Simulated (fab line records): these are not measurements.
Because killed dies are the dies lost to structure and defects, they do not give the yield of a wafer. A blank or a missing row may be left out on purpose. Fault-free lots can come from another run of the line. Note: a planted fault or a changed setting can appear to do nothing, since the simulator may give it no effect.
The tool behind it: which one?    flow n5_finfet    Sampling: 12 lots, 36 wafers, 2 of 1938 route steps

WHAT THE GAUGES READ, wafer by wafer
N5_BEOL_M7_INSPECT_58: inspects for defects (darkfield).
lot   measured      on                 raw_defect_count
L715  day 9 19:02   defect_inspect-01  62 42 31
L718  day 10 10:23  defect_inspect-02  80 62 78
L717  day 10 11:04  defect_inspect-01  67 114 133
L719  day 10 19:04  defect_inspect-01  53 48 60
L725  day 11 22:13  defect_inspect-02  83 70 38
L728  day 12 21:42  defect_inspect-02  64 37 45
L729  day 12 23:27  defect_inspect-02  66 73 75
L733  day 14 05:52  defect_inspect-01  120 108 62
L734  day 14 06:53  defect_inspect-02  62 55 76
L735  day 14 16:58  defect_inspect-02  105 63 68
L736  day 15 03:13  defect_inspect-02  48 51 50
L738  day 15 20:41  defect_inspect-01  82 81 67

WHICH TOOL RAN EACH LOT (tool, then ch and the chambers of the sampled wafers, then the start)
lot   N5_BEOL_M7_DEP_56
L715  pecvd-04 ch 0,2, day 9 18:56
L718  pecvd-04 ch 0,1, day 10 10:18
L717  pecvd-02 ch 0,1, day 10 10:58
L719  pecvd-01 ch 0,2, day 10 18:58
L725  pecvd-04 ch 0,2, day 11 22:07
L728  pecvd-02 ch 0,2, day 12 21:37
L729  pecvd-01 ch 1,2, day 12 23:22
L733  pecvd-04 ch 0,1,2, day 14 05:46
L734  pecvd-01 ch 1,2, day 14 06:47
L735  pecvd-01 ch 0,1,2, day 14 16:54
L736  pecvd-04 ch 0,2, day 15 03:08
L738  pecvd-04 ch 0,2, day 15 20:35
- N5_BEOL_M7_DEP_56: deposits SiCN from 3MS/NH3, target thk 10 nm, time 17.5 s.

AS READ BY THE TOOLS THEMSELVES (means over the sampled wafers that have a number; for cases with no such wafer, the mark the record gives instead)
N5_BEOL_M7_DEP_56.
lot   tool      showerhead_plenum_p_Torr (Torr)  throttle_valve_pct (%)
L715  pecvd-04  3.661                            8.5
L718  pecvd-04  3.650                            8.5
L717  pecvd-02  3.676                            9.7
L719  pecvd-01  3.662                            8.1
L725  pecvd-04  3.650                            8.7
L728  pecvd-02  3.675                            9.3
L729  pecvd-01  3.659                            9.2
L733  pecvd-04  3.668                            8.4
L734  pecvd-01  3.654                            8.7
L735  pecvd-01  3.655                            8.8
L736  pecvd-04  3.656                            8.7
L738  pecvd-04  3.652                            8.6

THE ANSWER, worked out from the rows above alone
Rule: usual is defined by the lots themselves. Put in order of their means at a reading, lots are off if they are a third of the lots or fewer, leave a main group of 4 or more, and stand apart from it by a gap of 3 or more times the standard deviation of the main group's means; of several such gaps the widest counts. Not used: any main group whose means are identical at the precision the tables above print for the reading. A lot without any number at a reading at which 4 lots or more have one is off too. Where the step has rows for the other lots, those lots are counted as sound. Order of review: gauges by route order, followed by the tools' own readings, for which a lot's mean as printed above is used. At the first step where some lot is off, the reading lying furthest off is the one used; lots without a number count as furthest.
Nothing can be told from this: no lot is off at any reading shown.

WHAT THE SIMULATOR PUT IN
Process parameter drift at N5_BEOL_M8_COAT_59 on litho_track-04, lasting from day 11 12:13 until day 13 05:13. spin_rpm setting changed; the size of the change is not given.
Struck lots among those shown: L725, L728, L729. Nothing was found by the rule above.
